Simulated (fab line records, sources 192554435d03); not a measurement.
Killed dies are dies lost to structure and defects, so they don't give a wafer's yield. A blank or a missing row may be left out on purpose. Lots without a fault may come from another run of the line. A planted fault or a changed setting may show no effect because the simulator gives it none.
Chamber matching | flow n5_finfet | N5_FIN_SAQP_ETCH_57 on rie_diel-04: 4 sister chambers
The step etches SiNx in CH3F/O2, target depth 32.5 nm, time 46.4 s. 8 wafers are shown with their chamber, then 8 later ones without.

WAFERS WITH THEIR CHAMBER
wafer  | chamber | drypump_motor_current_A (A) | showerhead_plenum_p_Torr (Torr)
L077.1 | 0       | 6.1                         | 1.90
L077.4 | 3       | 5.1                         | 2.07
L083.2 | 2       | 5.2                         | 1.99
L083.4 | 3       | 5.1                         | 2.06
L084.4 | 2       | 5.1                         | 1.99
L084.5 | 0       | 6.1                         | 1.89
L084.6 | 1       | 5.6                         | 1.96
L085.1 | 1       | 5.6                         | 1.96

WAFERS WITHOUT THEIR CHAMBER
wafer  | drypump_motor_current_A (A) | showerhead_plenum_p_Torr (Torr)
L085.2 | 5.1                         | 2.06
L085.6 | 5.1                         | 2.06
L091.1 | 5.1                         | 2.06
L091.2 | 6.1                         | 1.89
L091.3 | 5.2                         | 1.99
L093.1 | 5.6                         | 1.95
L093.4 | 5.1                         | 2.05
L093.5 | 5.1                         | 2.05

WHICH CHAMBER EACH WENT THROUGH
wafer  | from the rows above | in truth
L085.2 | 3                   | 3
L085.6 | 3                   | 3
L091.1 | 3                   | 3
L091.2 | 0                   | 0
L091.3 | 2                   | 2
L093.1 | 1                   | 1
L093.4 | 3                   | 3
L093.5 | 3                   | 3
Placed correctly: 8 of 8. Can't be placed from these rows: 0. Placed wrongly: 0.
How it was worked out, from the rows above alone: a wafer's distance from a chamber is the root of the sum, over the readings, of the square of ((its reading less the chamber's mean) divided by the reading's scatter). The wafer belongs to the nearest chamber; if the next one is less than 2 further off, it can't be placed. A chamber's mean is the mean of its shown wafers. The scatter: the root of (the sum of the squares of (reading less its chamber's mean) over the shown wafers, divided by (wafers less chambers)).
